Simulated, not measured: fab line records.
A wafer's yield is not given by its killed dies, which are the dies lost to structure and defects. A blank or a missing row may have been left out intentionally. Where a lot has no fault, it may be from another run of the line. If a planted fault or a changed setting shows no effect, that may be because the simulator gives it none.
fab line records / flow n5Finfet / part 2 of 2: steps 25 to 34 of 34
record lots=5 wafers=15 lastDay=17
route steps=1938 shown BEOL_M10@1517 BEOL_M11@1536
lots untouched by any fault: they come from a run of this same line in which no faults occurred
startH: the number of hours between the record's first day and the start of the first shown wafer of the lot / waitH: hours elapsed since this lot's preceding step / " the same as in the row above / L1.1+2: several wafers, shown together as one row / - either no value or no given start / * or withheld: withheld / < > ~ a bound
route shown NAME@n: names a module that has steps shown in the file, with the first one's number in the route / usual: average and standard deviation across the fault-free wafers / same: alike in all rows / chamber/n: place in a boat / sites: the reading at each site / _std_site: standard deviation across them / _edge_site: inner sites' mean taken away from outer sites' mean / radiusMm: for every site, how far away it sits from the centre of the wafer / mask NAME#n: copy n / behind: tool/chamber where the wafer was last shaped / hold: what put the lot on hold/how long, in hours/how the hold closed / device: names the non-switching transistor (n, p or np) / end of line: the same wafers' tests at the end of the route / a step without rows: its recipe alone / killed: dies lost to structure and defects at the first sort, not the wafer's yield / map: a wafer's dies, marking killed ones x, the rest . and places with no die _
set.NAME: the setting the step ran with; set.NAME@STEP: the setting that earlier step ran with / model.NAME: the simulator's own value behind a step, which no gauge read
lots seen at some steps along the route; tables by step, rows by wafer
services: from which hour (startH, from the record's first day; less than 0 if before it) a tool's chamber was out of use, for how many hours, and why
## steps
# step N5_BEOL_M11_COAT_59
# recipe resist=SOC tempC=250 timeS=60 spinRpm=1500 resistThkNm=100
# usual chillPlateTempC=23.01/0.11 heaterPowerTotalW=500.5/1.8
lot.wafer=L087.2 tool=lithoTrack-03 chamber=0 startH=299.88 waitH=0.1 chillPlateTempC=22.86 heaterPowerTotalW=498.1
lot.wafer=L087.4 tool=lithoTrack-03 chamber=0 startH=299.88 waitH=0.1 chillPlateTempC=23.10 heaterPowerTotalW=497.7
lot.wafer=L087.5 tool=lithoTrack-03 chamber=0 startH=299.88 waitH=0.1 chillPlateTempC=22.97 heaterPowerTotalW=503.2
lot.wafer=L088.2 tool=lithoTrack-02 chamber=0 startH=304.61 waitH=0.1 chillPlateTempC=23.08 heaterPowerTotalW=502.2
lot.wafer=L088.3 tool=lithoTrack-02 chamber=0 startH=304.61 waitH=0.1 chillPlateTempC=23.19 heaterPowerTotalW=498.8
lot.wafer=L088.4 tool=lithoTrack-02 chamber=0 startH=304.61 waitH=0.1 chillPlateTempC=22.92 heaterPowerTotalW=498.4
lot.wafer=L092.1 tool=lithoTrack-02 chamber=0 startH=340.75 waitH=0.1 chillPlateTempC=23.12 heaterPowerTotalW=503.5
lot.wafer=L092.5 tool=lithoTrack-02 chamber=0 startH=340.75 waitH=0.1 chillPlateTempC=23.07 heaterPowerTotalW=502.0
lot.wafer=L092.6 tool=lithoTrack-02 chamber=0 startH=340.75 waitH=0.1 chillPlateTempC=22.99 heaterPowerTotalW=499.4
lot.wafer=L095.1 tool=lithoTrack-02 chamber=0 startH=360.55 waitH=0.1 chillPlateTempC=22.94 heaterPowerTotalW=498.3
lot.wafer=L095.2 tool=lithoTrack-02 chamber=0 startH=360.55 waitH=0.1 chillPlateTempC=23.15 heaterPowerTotalW=498.4
lot.wafer=L095.3 tool=lithoTrack-02 chamber=0 startH=360.55 waitH=0.1 chillPlateTempC=23.18 heaterPowerTotalW=501.3
lot.wafer=L097.2 tool=lithoTrack-03 chamber=0 startH=367.87 waitH=0.1 chillPlateTempC=23.06 heaterPowerTotalW=498.5
lot.wafer=L097.5 tool=lithoTrack-03 chamber=0 startH=367.87 waitH=0.1 chillPlateTempC=23.06 heaterPowerTotalW=499.1
lot.wafer=L097.6 tool=lithoTrack-03 chamber=0 startH=367.87 waitH=0.1 chillPlateTempC=23.03 heaterPowerTotalW=503.3
# step N5_BEOL_M11_COAT_60
# recipe resist=SiARC tempC=220 timeS=60 spinRpm=1500 resistThkNm=30
# usual chillPlateTempC=23.00/0.1 heaterPowerTotalW=427.4/2.1
lot.wafer=L087.2 tool=lithoTrack-03 chamber=0 startH=- waitH=- chillPlateTempC=22.98 heaterPowerTotalW=425.3
lot.wafer=L087.4 tool=lithoTrack-03 chamber=0 startH=- waitH=- chillPlateTempC=23.09 heaterPowerTotalW=430.4
lot.wafer=L087.5 tool=lithoTrack-03 chamber=0 startH=- waitH=- chillPlateTempC=22.89 heaterPowerTotalW=427.3
lot.wafer=L088.2 tool=lithoTrack-02 chamber=0 startH=- waitH=- chillPlateTempC=23.02 heaterPowerTotalW=430.4
lot.wafer=L088.3 tool=lithoTrack-02 chamber=0 startH=- waitH=- chillPlateTempC=22.99 heaterPowerTotalW=425.7
lot.wafer=L088.4 tool=lithoTrack-02 chamber=0 startH=- waitH=- chillPlateTempC=23.08 heaterPowerTotalW=428.9
lot.wafer=L092.1 tool=lithoTrack-02 chamber=0 startH=- waitH=- chillPlateTempC=22.92 heaterPowerTotalW=424.6
lot.wafer=L092.5 tool=lithoTrack-02 chamber=0 startH=- waitH=- chillPlateTempC=22.83 heaterPowerTotalW=427.3
lot.wafer=L092.6 tool=lithoTrack-02 chamber=0 startH=- waitH=- chillPlateTempC=23.00 heaterPowerTotalW=424.3
lot.wafer=L095.1 tool=lithoTrack-02 chamber=0 startH=- waitH=- chillPlateTempC=23.04 heaterPowerTotalW=430.9
lot.wafer=L095.2 tool=lithoTrack-02 chamber=0 startH=- waitH=- chillPlateTempC=23.08 heaterPowerTotalW=426.5
lot.wafer=L095.3 tool=lithoTrack-02 chamber=0 startH=- waitH=- chillPlateTempC=23.21 heaterPowerTotalW=427.6
lot.wafer=L097.2 tool=lithoTrack-03 chamber=0 startH=- waitH=- chillPlateTempC=22.81 heaterPowerTotalW=426.1
lot.wafer=L097.5 tool=lithoTrack-03 chamber=0 startH=- waitH=- chillPlateTempC=23.03 heaterPowerTotalW=426.3
lot.wafer=L097.6 tool=lithoTrack-03 chamber=0 startH=- waitH=- chillPlateTempC=23.04 heaterPowerTotalW=425.3
# step N5_BEOL_M11_COAT_05
# recipe resist=CAR-ArF spinRpm=1500 resistThkNm=90
# usual chillPlateTempC=22.98/0.12
lot.wafer=L087.2 tool=lithoTrack-03 chamber=0 startH=- waitH=- chillPlateTempC=22.88
lot.wafer=L087.4 tool=lithoTrack-03 chamber=0 startH=- waitH=- chillPlateTempC=22.93
lot.wafer=L087.5 tool=lithoTrack-03 chamber=0 startH=- waitH=- chillPlateTempC=23.00
lot.wafer=L088.2 tool=lithoTrack-02 chamber=0 startH=- waitH=- chillPlateTempC=22.79
lot.wafer=L088.3 tool=lithoTrack-02 chamber=0 startH=- waitH=- chillPlateTempC=22.88
lot.wafer=L088.4 tool=lithoTrack-02 chamber=0 startH=- waitH=- chillPlateTempC=22.76
lot.wafer=L092.1 tool=lithoTrack-02 chamber=0 startH=- waitH=- chillPlateTempC=23.02
lot.wafer=L092.5 tool=lithoTrack-02 chamber=0 startH=- waitH=- chillPlateTempC=22.98
lot.wafer=L092.6 tool=lithoTrack-02 chamber=0 startH=- waitH=- chillPlateTempC=22.91
lot.wafer=L095.1 tool=lithoTrack-02 chamber=0 startH=- waitH=- chillPlateTempC=22.95
lot.wafer=L095.2 tool=lithoTrack-02 chamber=0 startH=- waitH=- chillPlateTempC=23.09
lot.wafer=L095.3 tool=lithoTrack-02 chamber=0 startH=- waitH=- chillPlateTempC=23.04
lot.wafer=L097.2 tool=lithoTrack-03 chamber=0 startH=- waitH=- chillPlateTempC=22.88
lot.wafer=L097.5 tool=lithoTrack-03 chamber=0 startH=- waitH=- chillPlateTempC=22.78
lot.wafer=L097.6 tool=lithoTrack-03 chamber=0 startH=- waitH=- chillPlateTempC=22.74
# step N5_BEOL_M11_EBR_07
# recipe solvent=PGMEA ebrWidthMm=1.5
# usual chillPlateTempC=22.99/0.1
lot.wafer=L087.2 tool=lithoTrack-03 chamber=0 startH=- waitH=- chillPlateTempC=23.08
lot.wafer=L087.4 tool=lithoTrack-03 chamber=0 startH=- waitH=- chillPlateTempC=22.98
lot.wafer=L087.5 tool=lithoTrack-03 chamber=0 startH=- waitH=- chillPlateTempC=22.99
lot.wafer=L088.2 tool=lithoTrack-02 chamber=0 startH=- waitH=- chillPlateTempC=22.89
lot.wafer=L088.3 tool=lithoTrack-02 chamber=0 startH=- waitH=- chillPlateTempC=22.95
lot.wafer=L088.4 tool=lithoTrack-02 chamber=0 startH=- waitH=- chillPlateTempC=22.97
lot.wafer=L092.1 tool=lithoTrack-02 chamber=0 startH=- waitH=- chillPlateTempC=22.83
lot.wafer=L092.5 tool=lithoTrack-02 chamber=0 startH=- waitH=- chillPlateTempC=22.92
lot.wafer=L092.6 tool=lithoTrack-02 chamber=0 startH=- waitH=- chillPlateTempC=22.96
lot.wafer=L095.1 tool=lithoTrack-02 chamber=0 startH=- waitH=- chillPlateTempC=22.91
lot.wafer=L095.2 tool=lithoTrack-02 chamber=0 startH=- waitH=- chillPlateTempC=23.04
lot.wafer=L095.3 tool=lithoTrack-02 chamber=0 startH=- waitH=- chillPlateTempC=23.03
lot.wafer=L097.2 tool=lithoTrack-03 chamber=0 startH=- waitH=- chillPlateTempC=22.91
lot.wafer=L097.5 tool=lithoTrack-03 chamber=0 startH=- waitH=- chillPlateTempC=22.89
lot.wafer=L097.6 tool=lithoTrack-03 chamber=0 startH=- waitH=- chillPlateTempC=22.95
# step N5_BEOL_M11_SOFTBAKE_06
# recipe tempC=110 timeS=60 resist=CAR-ArF
# usual chillPlateTempC=23.02/0.1 heaterPowerTotalW=175.5/1.5
lot.wafer=L087.2 tool=lithoTrack-03 chamber=0 startH=- waitH=- chillPlateTempC=23.07 heaterPowerTotalW=177.6
lot.wafer=L087.4 tool=lithoTrack-03 chamber=0 startH=- waitH=- chillPlateTempC=23.05 heaterPowerTotalW=176.3
lot.wafer=L087.5 tool=lithoTrack-03 chamber=0 startH=- waitH=- chillPlateTempC=23.08 heaterPowerTotalW=173.5
lot.wafer=L088.2 tool=lithoTrack-02 chamber=0 startH=- waitH=- chillPlateTempC=22.90 heaterPowerTotalW=174.4
lot.wafer=L088.3 tool=lithoTrack-02 chamber=0 startH=- waitH=- chillPlateTempC=23.00 heaterPowerTotalW=177.1
lot.wafer=L088.4 tool=lithoTrack-02 chamber=0 startH=- waitH=- chillPlateTempC=23.02 heaterPowerTotalW=175.9
lot.wafer=L092.1 tool=lithoTrack-02 chamber=0 startH=- waitH=- chillPlateTempC=23.10 heaterPowerTotalW=175.1
lot.wafer=L092.5 tool=lithoTrack-02 chamber=0 startH=- waitH=- chillPlateTempC=22.97 heaterPowerTotalW=176.3
lot.wafer=L092.6 tool=lithoTrack-02 chamber=0 startH=- waitH=- chillPlateTempC=23.00 heaterPowerTotalW=177.6
lot.wafer=L095.1 tool=lithoTrack-02 chamber=0 startH=- waitH=- chillPlateTempC=23.09 heaterPowerTotalW=176.4
lot.wafer=L095.2 tool=lithoTrack-02 chamber=0 startH=- waitH=- chillPlateTempC=23.00 heaterPowerTotalW=177.3
lot.wafer=L095.3 tool=lithoTrack-02 chamber=0 startH=- waitH=- chillPlateTempC=22.89 heaterPowerTotalW=177.3
lot.wafer=L097.2 tool=lithoTrack-03 chamber=0 startH=- waitH=- chillPlateTempC=23.03 heaterPowerTotalW=176.3
lot.wafer=L097.5 tool=lithoTrack-03 chamber=0 startH=- waitH=- chillPlateTempC=23.01 heaterPowerTotalW=173.0
lot.wafer=L097.6 tool=lithoTrack-03 chamber=0 startH=- waitH=- chillPlateTempC=22.89 heaterPowerTotalW=174.3
# step N5_BEOL_M11_EXPOSE_08
# recipe maskId=M11 na=1.35 sourceShape=dipole sigmaInner=0.411 sigmaOuter=0.611 polarization=te doseMj=53.75
# usual reticleTempC=23.01/0.11
# same na=1.35
lot.wafer=L087.2 tool=arfiScanner-02 chamber=0 startH=300.00 waitH=- mask=M11#0 reticleTempC=22.88
lot.wafer=L087.4 tool=arfiScanner-02 chamber=0 startH=300.00 waitH=- mask=M11#0 reticleTempC=22.85
lot.wafer=L087.5 tool=arfiScanner-02 chamber=0 startH=300.00 waitH=- mask=M11#0 reticleTempC=22.84
lot.wafer=L088.2 tool=arfiScanner-01 chamber=0 startH=304.86 waitH=- mask=M11#0 reticleTempC=23.16
lot.wafer=L088.3 tool=arfiScanner-01 chamber=0 startH=304.86 waitH=- mask=M11#0 reticleTempC=23.01
lot.wafer=L088.4 tool=arfiScanner-01 chamber=0 startH=304.86 waitH=- mask=M11#0 reticleTempC=23.18
lot.wafer=L092.1 tool=arfiScanner-01 chamber=0 startH=340.86 waitH=- mask=M11#0 reticleTempC=22.97
lot.wafer=L092.5 tool=arfiScanner-01 chamber=0 startH=340.86 waitH=- mask=M11#0 reticleTempC=22.95
lot.wafer=L092.6 tool=arfiScanner-01 chamber=0 startH=340.86 waitH=- mask=M11#0 reticleTempC=23.10
lot.wafer=L095.1 tool=arfiScanner-01 chamber=0 startH=360.67 waitH=- mask=M11#0 reticleTempC=22.90
lot.wafer=L095.2 tool=arfiScanner-01 chamber=0 startH=360.67 waitH=- mask=M11#0 reticleTempC=22.75
lot.wafer=L095.3 tool=arfiScanner-01 chamber=0 startH=360.67 waitH=- mask=M11#0 reticleTempC=22.80
lot.wafer=L097.2 tool=arfiScanner-02 chamber=0 startH=368.00 waitH=- mask=M11#0 reticleTempC=23.23
lot.wafer=L097.5 tool=arfiScanner-02 chamber=0 startH=368.00 waitH=- mask=M11#0 reticleTempC=23.01
lot.wafer=L097.6 tool=arfiScanner-02 chamber=0 startH=368.00 waitH=- mask=M11#0 reticleTempC=22.88
# step N5_BEOL_M11_PEB_09
# recipe pebTempC=withheld pebTimeS=60 resist=CAR-ArF
# usual chillPlateTempC=23.01/0.093
# same pebTimeS=60
lot.wafer=L087.2 tool=lithoTrack-02 chamber=0 startH=300.06 waitH=0.0 chillPlateTempC=22.95
lot.wafer=L087.4 tool=lithoTrack-02 chamber=0 startH=300.06 waitH=0.0 chillPlateTempC=23.00
lot.wafer=L087.5 tool=lithoTrack-02 chamber=0 startH=300.06 waitH=0.0 chillPlateTempC=22.76
lot.wafer=L088.2 tool=lithoTrack-03 chamber=0 startH=304.92 waitH=0.0 chillPlateTempC=22.90
lot.wafer=L088.3 tool=lithoTrack-03 chamber=0 startH=304.92 waitH=0.0 chillPlateTempC=22.87
lot.wafer=L088.4 tool=lithoTrack-03 chamber=0 startH=304.92 waitH=0.0 chillPlateTempC=22.73
lot.wafer=L092.1 tool=lithoTrack-02 chamber=0 startH=340.92 waitH=0.1 chillPlateTempC=23.06
lot.wafer=L092.5 tool=lithoTrack-02 chamber=0 startH=340.92 waitH=0.1 chillPlateTempC=23.00
lot.wafer=L092.6 tool=lithoTrack-02 chamber=0 startH=340.92 waitH=0.1 chillPlateTempC=23.04
lot.wafer=L095.1 tool=lithoTrack-02 chamber=0 startH=360.73 waitH=0.1 chillPlateTempC=22.83
lot.wafer=L095.2 tool=lithoTrack-02 chamber=0 startH=360.73 waitH=0.1 chillPlateTempC=23.04
lot.wafer=L095.3 tool=lithoTrack-02 chamber=0 startH=360.73 waitH=0.1 chillPlateTempC=23.04
lot.wafer=L097.2 tool=lithoTrack-03 chamber=0 startH=368.05 waitH=0.0 chillPlateTempC=23.00
lot.wafer=L097.5 tool=lithoTrack-03 chamber=0 startH=368.05 waitH=0.0 chillPlateTempC=23.04
lot.wafer=L097.6 tool=lithoTrack-03 chamber=0 startH=368.05 waitH=0.0 chillPlateTempC=23.05
# step N5_BEOL_M11_DEVELOP_10
# recipe developTimeS=30 developer=TMAH resist=CAR-ArF rinseLiquid=diw dry=airSpin devTempC=23
# usual chillPlateTempC=22.99/0.11
# same developTimeS=30
lot.wafer=L087.2 tool=lithoTrack-02 chamber=0 startH=- waitH=- chillPlateTempC=23.00
lot.wafer=L087.4 tool=lithoTrack-02 chamber=0 startH=- waitH=- chillPlateTempC=22.82
lot.wafer=L087.5 tool=lithoTrack-02 chamber=0 startH=- waitH=- chillPlateTempC=22.86
lot.wafer=L088.2 tool=lithoTrack-03 chamber=0 startH=- waitH=- chillPlateTempC=23.00
lot.wafer=L088.3 tool=lithoTrack-03 chamber=0 startH=- waitH=- chillPlateTempC=23.13
lot.wafer=L088.4 tool=lithoTrack-03 chamber=0 startH=- waitH=- chillPlateTempC=22.99
lot.wafer=L092.1 tool=lithoTrack-02 chamber=0 startH=- waitH=- chillPlateTempC=22.96
lot.wafer=L092.5 tool=lithoTrack-02 chamber=0 startH=- waitH=- chillPlateTempC=23.12
lot.wafer=L092.6 tool=lithoTrack-02 chamber=0 startH=- waitH=- chillPlateTempC=22.88
lot.wafer=L095.1 tool=lithoTrack-02 chamber=0 startH=- waitH=- chillPlateTempC=23.10
lot.wafer=L095.2 tool=lithoTrack-02 chamber=0 startH=- waitH=- chillPlateTempC=23.04
lot.wafer=L095.3 tool=lithoTrack-02 chamber=0 startH=- waitH=- chillPlateTempC=23.11
lot.wafer=L097.2 tool=lithoTrack-03 chamber=0 startH=- waitH=- chillPlateTempC=22.97
lot.wafer=L097.5 tool=lithoTrack-03 chamber=0 startH=- waitH=- chillPlateTempC=22.94
lot.wafer=L097.6 tool=lithoTrack-03 chamber=0 startH=- waitH=- chillPlateTempC=23.12
# step N5_BEOL_M11_CD_MEAS_11
# recipe targetCdNm=64.1 landingEnergyEv=500 detector=seInlens polarity=opening
# usual cdNm=64.4/0.55
lot.wafer=L087.2 tool=cdSem-02 chamber=0 startH=300.12 waitH=- cdNm=63.5
lot.wafer=L087.4 tool=cdSem-02 chamber=0 startH=300.12 waitH=- cdNm=64.2
lot.wafer=L087.5 tool=cdSem-02 chamber=0 startH=300.12 waitH=- cdNm=64.3
lot.wafer=L088.2 tool=cdSem-03 chamber=0 startH=304.98 waitH=- cdNm=64.4
lot.wafer=L088.3 tool=cdSem-03 chamber=0 startH=304.98 waitH=- cdNm=64.4
lot.wafer=L088.4 tool=cdSem-03 chamber=0 startH=304.98 waitH=- cdNm=64.5
lot.wafer=L092.1 tool=cdSem-02 chamber=0 startH=340.99 waitH=- cdNm=64.5
lot.wafer=L092.5 tool=cdSem-02 chamber=0 startH=340.99 waitH=- cdNm=64.5
lot.wafer=L092.6 tool=cdSem-02 chamber=0 startH=340.99 waitH=- cdNm=64.4
lot.wafer=L095.1 tool=cdSem-03 chamber=0 startH=360.79 waitH=- cdNm=63.6
lot.wafer=L095.2 tool=cdSem-03 chamber=0 startH=360.79 waitH=- cdNm=64.5
lot.wafer=L095.3 tool=cdSem-03 chamber=0 startH=360.79 waitH=- cdNm=63.5
lot.wafer=L097.2 tool=cdSem-03 chamber=0 startH=368.12 waitH=- cdNm=65.2
lot.wafer=L097.5 tool=cdSem-03 chamber=0 startH=368.12 waitH=- cdNm=64.2
lot.wafer=L097.6 tool=cdSem-03 chamber=0 startH=368.12 waitH=- cdNm=64.9
# step N5_BEOL_M11_OVL_MEAS_12
# recipe pointsPerWafer=44
# usual M11_OVL=0.0/0.74
lot.wafer=L087.2 tool=overlay-01 chamber=0 startH=300.15 waitH=0.0 M11_OVL[nm]=0.7
lot.wafer=L087.4 tool=overlay-01 chamber=0 startH=300.15 waitH=0.0 M11_OVL[nm]=0.9
lot.wafer=L087.5 tool=overlay-01 chamber=0 startH=300.15 waitH=0.0 M11_OVL[nm]=-0.9
lot.wafer=L088.2 tool=overlay-02 chamber=0 startH=305.01 waitH=0.0 M11_OVL[nm]=1.1
lot.wafer=L088.3 tool=overlay-02 chamber=0 startH=305.01 waitH=0.0 M11_OVL[nm]=-1.2
lot.wafer=L088.4 tool=overlay-02 chamber=0 startH=305.01 waitH=0.0 M11_OVL[nm]=1.4
lot.wafer=L092.1 tool=overlay-01 chamber=0 startH=341.02 waitH=0.0 M11_OVL[nm]=-1.0
lot.wafer=L092.5 tool=overlay-01 chamber=0 startH=341.02 waitH=0.0 M11_OVL[nm]=-0.6
lot.wafer=L092.6 tool=overlay-01 chamber=0 startH=341.02 waitH=0.0 M11_OVL[nm]=-0.9
lot.wafer=L095.1 tool=overlay-02 chamber=0 startH=360.82 waitH=0.0 M11_OVL[nm]=0.5
lot.wafer=L095.2 tool=overlay-02 chamber=0 startH=360.82 waitH=0.0 M11_OVL[nm]=0.7
lot.wafer=L095.3 tool=overlay-02 chamber=0 startH=360.82 waitH=0.0 M11_OVL[nm]=0.7
lot.wafer=L097.2 tool=overlay-02 chamber=0 startH=368.15 waitH=0.0 M11_OVL[nm]=-0.1
lot.wafer=L097.5 tool=overlay-02 chamber=0 startH=368.15 waitH=0.0 M11_OVL[nm]=-0.1
lot.wafer=L097.6 tool=overlay-02 chamber=0 startH=368.15 waitH=0.0 M11_OVL[nm]=-0.5
## services
tool=aldMetal-03 chamber=1 startH=272.93 hours=4.8 kind=repair
tool=arfiScanner-02 chamber=- startH=272.96 hours=0.6 kind=repair
tool=arfiScanner-01 chamber=- startH=279.96 hours=1.0 kind=pm
tool=uvCure-02 chamber=- startH=281.48 hours=2.8 kind=pm
tool=arfiScanner-01 chamber=- startH=283.06 hours=1.3 kind=pm
tool=cmp-01 chamber=- startH=294.79 hours=0.3 kind=repair
tool=uvCure-01 chamber=- startH=295.04 hours=3.0 kind=repair
tool=arfiScanner-02 chamber=- startH=301.60 hours=1.3 kind=repair
tool=cmp-04 chamber=- startH=301.90 hours=1.0 kind=repair
tool=cvdCo-02 chamber=- startH=304.18 hours=6.9 kind=pm
tool=pvdSputter-02 chamber=- startH=306.05 hours=1.9 kind=repair
tool=cmp-04 chamber=- startH=309.92 hours=4.0 kind=pm
tool=aldMetal-03 chamber=0 startH=317.25 hours=10.0 kind=repair
tool=pecvd-01 chamber=- startH=318.31 hours=6.0 kind=pm
tool=aldMetal-03 chamber=1 startH=319.23 hours=13.0 kind=repair
tool=pecvd-03 chamber=0 startH=330.27 hours=10.9 kind=repair
tool=arfiScanner-01 chamber=- startH=333.30 hours=0.8 kind=pm
tool=arfiScanner-02 chamber=- startH=338.07 hours=1.3 kind=pm
tool=cmp-04 chamber=- startH=339.29 hours=2.1 kind=repair
tool=uvCure-03 chamber=- startH=345.58 hours=7.6 kind=repair
tool=wetBench-01 chamber=- startH=346.44 hours=1.3 kind=repair
tool=arfiScanner-01 chamber=- startH=346.57 hours=4.9 kind=pm
tool=pvdSputter-03 chamber=- startH=352.94 hours=1.0 kind=repair
tool=arfiScanner-01 chamber=- startH=367.96 hours=0.2 kind=repair
